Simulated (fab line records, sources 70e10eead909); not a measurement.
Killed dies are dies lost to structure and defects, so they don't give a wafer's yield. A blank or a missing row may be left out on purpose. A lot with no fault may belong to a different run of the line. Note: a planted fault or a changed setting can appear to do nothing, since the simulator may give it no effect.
2 desks looking at one fault | flow nand-harc | what lay behind the numbers comes last; until then each desk has only its own

## TOOL OWNER'S DESK, ald-metal-03
The tool's own readings at NHARC_A_WL_FILL_ALD_02 (deposits TiN, target thk 2 nm, pulse time 3 s, ald cycles 100): means of the sampled wafers that have a number, for each lot that ran on this tool. The brackets show how far a lot's mean lies from the usual mean; more than 4 standard deviations puts the lot out of limits, marked OUT.
Columns: A = heater-power-w at NHARC_A_WL_FILL_ALD_02, usual 1049 W; B = precursor-pulse-height-rel at NHARC_A_WL_FILL_ALD_02, usual 1.002
lot  | first seen here | A    | B
L406 | day 15 06:17    | 1043 | 1.018
L407 | day 15 10:42    | 1026 | 1.011
L414 | day 17 09:41    | 1007 | 0.989
L417 | day 18 05:40    | 1000 | 1.013
L422 | day 19 02:52    | 1030 | 1.022
L424 | day 19 16:23    | 1029 | 1.001
L425 | day 20 07:23    | 1028 | 1.005
Finding of this desk: none of the 7 lots has anything out of limits.

## THE DEFECT DESK
Inspection counts along the route, by lot: the mean over sampled wafers that carry a number. The brackets show how far a lot's mean lies from the usual mean; more than 4 standard deviations puts the lot out of limits, marked OUT.
Columns: A = raw-defect-count at NHARC_A_SIN_REMOVE_INSPECT_04, usual 303
lot  | first seen here | A
L406 | day 15 05:35    | 226
L409 | day 15 09:59    | 248
L404 | day 15 09:59    | 320
L407 | day 15 10:00    | 409
L410 | day 16 05:16    | 295
L412 | day 16 20:43    | 216
L414 | day 17 09:07    | 299
L415 | day 17 19:34    | 283
L419 | day 17 19:36    | 284
L417 | day 18 05:04    | 292
L420 | day 18 17:25    | 267
L422 | day 19 02:15    | 269
L424 | day 19 15:50    | 314
L427 | day 20 04:48    | 302
L425 | day 20 04:49    | 299
Finding of this desk: none of the 15 lots has anything out of limits.

## BROUGHT TOGETHER
The desk of the tool owner found nothing out of limits.
The defect desk saw nothing out of limits.

## WHAT HAD BEEN PUT IN BY THE SIMULATOR
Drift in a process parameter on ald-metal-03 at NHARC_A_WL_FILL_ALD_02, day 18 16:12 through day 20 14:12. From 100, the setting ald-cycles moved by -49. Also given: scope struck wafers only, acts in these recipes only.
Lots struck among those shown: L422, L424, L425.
